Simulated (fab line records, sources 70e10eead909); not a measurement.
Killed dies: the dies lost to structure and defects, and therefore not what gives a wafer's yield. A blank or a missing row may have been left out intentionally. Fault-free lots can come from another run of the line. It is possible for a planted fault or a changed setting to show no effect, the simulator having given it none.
Which tool did it? :: flow nand-harc :: Sampling: 13 lots, 39 wafers, 5 of 1302 route steps

## WHAT EACH GAUGE READ, for each wafer
NHARC_END_SORT_01. Usual: defect-limited-yield 92.7 %, standard deviation 2.6; killed-at-array 45, standard deviation 18; killed-at-other 0.9, standard deviation 1.3; killed-at-periphery 3.7, standard deviation 2.2; killed-dies 50, standard deviation 18; killed-open 3.2, standard deviation 1.9; killed-short 2.4, standard deviation 1.6; sort_bin_2_pct 2.5 %, standard deviation 1.1; sort_bin_3_pct 0.6 %, standard deviation 0.36; sort_bin_4_pct 4.3 %, standard deviation 1.5; sort-n-pass 627, standard deviation 18; sort-rim-yield-pct 92 %, standard deviation 4.3; sort-yield-pct 92.7 %, standard deviation 2.6.
lot: L531
measured: day 29 04:31
on: prober-02
defect-limited-yield (%): 88.2 93.5 79.8
killed-at-array: 73 42 65
killed-at-other: 0 0 0
killed-at-periphery: 7 2 72
killed-dies: 80 44 137
killed-open: 2 0 1
killed-short: 2 2 3
sort_bin_2_pct (%): 3.5 2.2 8.7
sort_bin_3_pct (%): 1.0 0.7 3.4
sort_bin_4_pct (%): 7.2 3.5 8.1
sort-n-pass: 597 633 540
sort-rim-yield-pct (%): 98 85 81
sort-yield-pct (%): 88.2 93.5 79.8
flag: OFF

lot: L532
measured: day 28 18:28
on: prober-01
defect-limited-yield (%): 83.5 94.7 94.4
killed-at-array: 43 28 35
killed-at-other: 0 1 1
killed-at-periphery: 69 7 2
killed-dies: 112 36 38
killed-open: 6 4 1
killed-short: 5 1 1
sort_bin_2_pct (%): 6.5 2.1 1.5
sort_bin_3_pct (%): 3.8 0.7 0.6
sort_bin_4_pct (%): 6.2 2.5 3.5
sort-n-pass: 565 641 639
sort-rim-yield-pct (%): 86 95 96
sort-yield-pct (%): 83.5 94.7 94.4
flag: OFF

## WHICH TOOL RAN EACH LOT (tool, then ch and the chambers of the sampled wafers, then the start)
lot: L520
NHARC_P_BONDPAD_PRE_CLEAN_26: pvd-sputter-02, day 6 19:01
NHARC_THIN_TSV_DEGAS_49: pvd-sputter-01, day 24 08:26
NHARC_THIN_TSV_PRE_CLEAN_50: pvd-sputter-01, day 24 12:14 or earlier
NHARC_THIN_TSV_STRIP_56: plasma-asher-01 ch 0,1, day 24 12:14

lot: L521
NHARC_P_BONDPAD_PRE_CLEAN_26: pvd-sputter-02, day 6 22:52
NHARC_THIN_TSV_DEGAS_49: pvd-sputter-03, day 23 21:51
NHARC_THIN_TSV_PRE_CLEAN_50: pvd-sputter-03, day 24 01:29 or earlier
NHARC_THIN_TSV_STRIP_56: plasma-asher-01 ch 0,1, day 24 01:29

lot: L523
NHARC_P_BONDPAD_PRE_CLEAN_26: pvd-sputter-01, day 7 21:59
NHARC_THIN_TSV_DEGAS_49: pvd-sputter-03, day 24 13:59
NHARC_THIN_TSV_PRE_CLEAN_50: pvd-sputter-03, day 24 17:53 or earlier
NHARC_THIN_TSV_STRIP_56: plasma-asher-01 ch 0,1, day 24 17:53

lot: L524
NHARC_P_BONDPAD_PRE_CLEAN_26: pvd-sputter-01, day 8 09:55
NHARC_THIN_TSV_DEGAS_49: pvd-sputter-02, day 25 22:13
NHARC_THIN_TSV_PRE_CLEAN_50: pvd-sputter-02, day 26 01:52 or earlier
NHARC_THIN_TSV_STRIP_56: plasma-asher-02 ch 0,1, day 26 01:52

lot: L525
NHARC_P_BONDPAD_PRE_CLEAN_26: pvd-sputter-02, day 8 13:39
NHARC_THIN_TSV_DEGAS_49: pvd-sputter-03, day 25 07:37
NHARC_THIN_TSV_PRE_CLEAN_50: pvd-sputter-03, day 25 11:23 or earlier
NHARC_THIN_TSV_STRIP_56: plasma-asher-02 ch 0,1, day 25 11:23

lot: L527
NHARC_P_BONDPAD_PRE_CLEAN_26: pvd-sputter-01, day 9 17:56
NHARC_THIN_TSV_DEGAS_49: pvd-sputter-01, day 26 17:02
NHARC_THIN_TSV_PRE_CLEAN_50: pvd-sputter-01, day 26 20:49 or earlier
NHARC_THIN_TSV_STRIP_56: plasma-asher-01 ch 0,1, day 26 20:49

lot: L529
NHARC_P_BONDPAD_PRE_CLEAN_26: pvd-sputter-03, day 10 10:52
NHARC_THIN_TSV_DEGAS_49: pvd-sputter-02, day 27 12:35
NHARC_THIN_TSV_PRE_CLEAN_50: pvd-sputter-02, day 27 16:14 or earlier
NHARC_THIN_TSV_STRIP_56: plasma-asher-02 ch 0,1, day 27 16:14

lot: L531
NHARC_P_BONDPAD_PRE_CLEAN_26: pvd-sputter-01, day 11 03:19
NHARC_THIN_TSV_DEGAS_49: pvd-sputter-01, day 28 14:56
NHARC_THIN_TSV_PRE_CLEAN_50: pvd-sputter-01, day 28 18:43 or earlier
NHARC_THIN_TSV_STRIP_56: plasma-asher-01 ch 0,1, day 28 18:43

lot: L532
NHARC_P_BONDPAD_PRE_CLEAN_26: pvd-sputter-01, day 11 13:56
NHARC_THIN_TSV_DEGAS_49: pvd-sputter-01, day 28 07:34
NHARC_THIN_TSV_PRE_CLEAN_50: pvd-sputter-01, day 28 11:20 or earlier
NHARC_THIN_TSV_STRIP_56: plasma-asher-01 ch 0,1, day 28 11:20

lot: L534
NHARC_P_BONDPAD_PRE_CLEAN_26: pvd-sputter-02, day 12 19:00
NHARC_THIN_TSV_DEGAS_49: pvd-sputter-03, day 29 09:00
NHARC_THIN_TSV_PRE_CLEAN_50: pvd-sputter-03, day 29 12:51 or earlier
NHARC_THIN_TSV_STRIP_56: plasma-asher-01 ch 0,1, day 29 12:51

lot: L539
NHARC_P_BONDPAD_PRE_CLEAN_26: pvd-sputter-02, day 15 01:07
NHARC_THIN_TSV_DEGAS_49: pvd-sputter-02, day 32 06:22
NHARC_THIN_TSV_PRE_CLEAN_50: pvd-sputter-02, day 32 10:12 or earlier
NHARC_THIN_TSV_STRIP_56: plasma-asher-02 ch 0,1, day 32 10:12

lot: L541
NHARC_P_BONDPAD_PRE_CLEAN_26: pvd-sputter-01, day 15 06:29
NHARC_THIN_TSV_DEGAS_49: pvd-sputter-01, day 32 14:25
NHARC_THIN_TSV_PRE_CLEAN_50: pvd-sputter-01, day 32 18:14 or earlier
NHARC_THIN_TSV_STRIP_56: plasma-asher-01 ch 0,1, day 32 18:14

lot: L542
NHARC_P_BONDPAD_PRE_CLEAN_26: pvd-sputter-01, day 16 01:34
NHARC_THIN_TSV_DEGAS_49: pvd-sputter-02, day 32 17:04
NHARC_THIN_TSV_PRE_CLEAN_50: pvd-sputter-02, day 32 20:53 or earlier
NHARC_THIN_TSV_STRIP_56: plasma-asher-01 ch 0,1, day 32 20:53
- NHARC_P_BONDPAD_PRE_CLEAN_26: time 30 s.
- NHARC_THIN_TSV_DEGAS_49: time 120 s.
- NHARC_THIN_TSV_PRE_CLEAN_50: time 30 s.
- NHARC_THIN_TSV_STRIP_56: strips in O2.

## WHAT THE TOOLS THEMSELVES READ (means of the sampled wafers that have a number; where no wafer has one, the mark that the record gives instead)
NHARC_P_BONDPAD_PRE_CLEAN_26. Usual: 416 W for heater-power-w, sd 55.
lot: L520
tool: pvd-sputter-02
heater-power-w (W): 433
flag: 

lot: L521
tool: pvd-sputter-02
heater-power-w (W): 387
flag: 

lot: L523
tool: pvd-sputter-01
heater-power-w (W): 421
flag: 

lot: L524
tool: pvd-sputter-01
heater-power-w (W): 441
flag: 

lot: L525
tool: pvd-sputter-02
heater-power-w (W): 442
flag: 

lot: L527
tool: pvd-sputter-01
heater-power-w (W): 441
flag: 

lot: L529
tool: pvd-sputter-03
heater-power-w (W): 448
flag: 

lot: L531
tool: pvd-sputter-01
heater-power-w (W): 421
flag: 

lot: L532
tool: pvd-sputter-01
heater-power-w (W): 413
flag: 

lot: L534
tool: pvd-sputter-02
heater-power-w (W): 435
flag: 

lot: L539
tool: pvd-sputter-02
heater-power-w (W): 438
flag: 

lot: L541
tool: pvd-sputter-01
heater-power-w (W): 434
flag: 

lot: L542
tool: pvd-sputter-01
heater-power-w (W): 424
flag: 

NHARC_THIN_TSV_DEGAS_49. Usual: 473 W for heater-power-w, sd 59.
lot: L520
tool: pvd-sputter-01
heater-power-w (W): 436
flag: 

lot: L521
tool: pvd-sputter-03
heater-power-w (W): 456
flag: 

lot: L523
tool: pvd-sputter-03
heater-power-w (W): 440
flag: 

lot: L524
tool: pvd-sputter-02
heater-power-w (W): 455
flag: 

lot: L525
tool: pvd-sputter-03
heater-power-w (W): 507
flag: 

lot: L527
tool: pvd-sputter-01
heater-power-w (W): 478
flag: 

lot: L529
tool: pvd-sputter-02
heater-power-w (W): 515
flag: 

lot: L531
tool: pvd-sputter-01
heater-power-w (W): 459
flag: 

lot: L532
tool: pvd-sputter-01
heater-power-w (W): 503
flag: 

lot: L534
tool: pvd-sputter-03
heater-power-w (W): 410
flag: 

lot: L539
tool: pvd-sputter-02
heater-power-w (W): 439
flag: 

lot: L541
tool: pvd-sputter-01
heater-power-w (W): 498
flag: 

lot: L542
tool: pvd-sputter-02
heater-power-w (W): 500
flag: 

NHARC_THIN_TSV_PRE_CLEAN_50. Usual: 413 W for heater-power-w, sd 49.
lot: L520
tool: pvd-sputter-01
heater-power-w (W): 414
flag: 

lot: L521
tool: pvd-sputter-03
heater-power-w (W): 395
flag: 

lot: L523
tool: pvd-sputter-03
heater-power-w (W): 440
flag: 

lot: L524
tool: pvd-sputter-02
heater-power-w (W): 461
flag: 

lot: L525
tool: pvd-sputter-03
heater-power-w (W): 369
flag: 

lot: L527
tool: pvd-sputter-01
heater-power-w (W): 407
flag: 

lot: L529
tool: pvd-sputter-02
heater-power-w (W): 402
flag: 

lot: L531
tool: pvd-sputter-01
heater-power-w (W): 407
flag: 

lot: L532
tool: pvd-sputter-01
heater-power-w (W): 418
flag: 

lot: L534
tool: pvd-sputter-03
heater-power-w (W): 398
flag: 

lot: L539
tool: pvd-sputter-02
heater-power-w (W): 436
flag: 

lot: L541
tool: pvd-sputter-01
heater-power-w (W): 393
flag: 

lot: L542
tool: pvd-sputter-02
heater-power-w (W): 385
flag: 

NHARC_THIN_TSV_STRIP_56. Usual: drypump-motor-current-A 5.4 A, standard deviation 0.45; heater-power-w 353 W, standard deviation 17.
lot: L520
tool: plasma-asher-01
drypump-motor-current-A (A): 4.9
heater-power-w (W): 352
flag: 

lot: L521
tool: plasma-asher-01
drypump-motor-current-A (A): 4.9
heater-power-w (W): 343
flag: 

lot: L523
tool: plasma-asher-01
drypump-motor-current-A (A): 4.9
heater-power-w (W): 347
flag: 

lot: L524
tool: plasma-asher-02
drypump-motor-current-A (A): 5.9
heater-power-w (W): 373
flag: 

lot: L525
tool: plasma-asher-02
drypump-motor-current-A (A): 5.9
heater-power-w (W): 373
flag: 

lot: L527
tool: plasma-asher-01
drypump-motor-current-A (A): 5.1
heater-power-w (W): 356
flag: 

lot: L529
tool: plasma-asher-02
drypump-motor-current-A (A): 5.8
heater-power-w (W): 352
flag: 

lot: L531
tool: plasma-asher-01
drypump-motor-current-A (A): 4.9
heater-power-w (W): 356
flag: 

lot: L532
tool: plasma-asher-01
drypump-motor-current-A (A): 5.1
heater-power-w (W): 357
flag: 

lot: L534
tool: plasma-asher-01
drypump-motor-current-A (A): 4.9
heater-power-w (W): 352
flag: 

lot: L539
tool: plasma-asher-02
drypump-motor-current-A (A): 5.9
heater-power-w (W): 343
flag: 

lot: L541
tool: plasma-asher-01
drypump-motor-current-A (A): 5.1
heater-power-w (W): 366
flag: 

lot: L542
tool: plasma-asher-01
drypump-motor-current-A (A): 4.9
heater-power-w (W): 357
flag: 

## THE ANSWER, worked out from the rows above alone
Rule: take the mean of a lot's wafers that have a number; if it is more than 3 standard deviations from the usual mean, the lot is off. Also off: a lot with no number at a reading for which 4 or more lots have one. All remaining lots with rows at the step are treated as sound. Order of review: gauges by route order, followed by the tools' own readings, for which a lot's mean as printed above is used. The first step at which some lot is off is used, and at that step the reading that is off furthest; a lot without a number counts as furthest.
Off at NHARC_END_SORT_01 (killed-at-periphery): L531, L532. Neither off nor sound, because the step has no rows for them: L520, L521, L523, L524, L525, L527, L529, L534, L539, L541, L542.
A tool fits if, at a process step before that reading, it ran every lot that is off, and no sound lot after the first of them. Gauges at NHARC_END_SORT_01: tried the same way as those tools. With no start given for some of its lots, NHARC_THIN_TSV_PRE_CLEAN_50 uses the hours and lot order of NHARC_THIN_TSV_STRIP_56. Can't be told from this: 2 tools fit, pvd-sputter-01 at NHARC_P_BONDPAD_PRE_CLEAN_26 and NHARC_THIN_TSV_DEGAS_49 and NHARC_THIN_TSV_PRE_CLEAN_50, plasma-asher-01 at NHARC_THIN_TSV_STRIP_56.

## WHAT THE SIMULATOR HAD INSERTED
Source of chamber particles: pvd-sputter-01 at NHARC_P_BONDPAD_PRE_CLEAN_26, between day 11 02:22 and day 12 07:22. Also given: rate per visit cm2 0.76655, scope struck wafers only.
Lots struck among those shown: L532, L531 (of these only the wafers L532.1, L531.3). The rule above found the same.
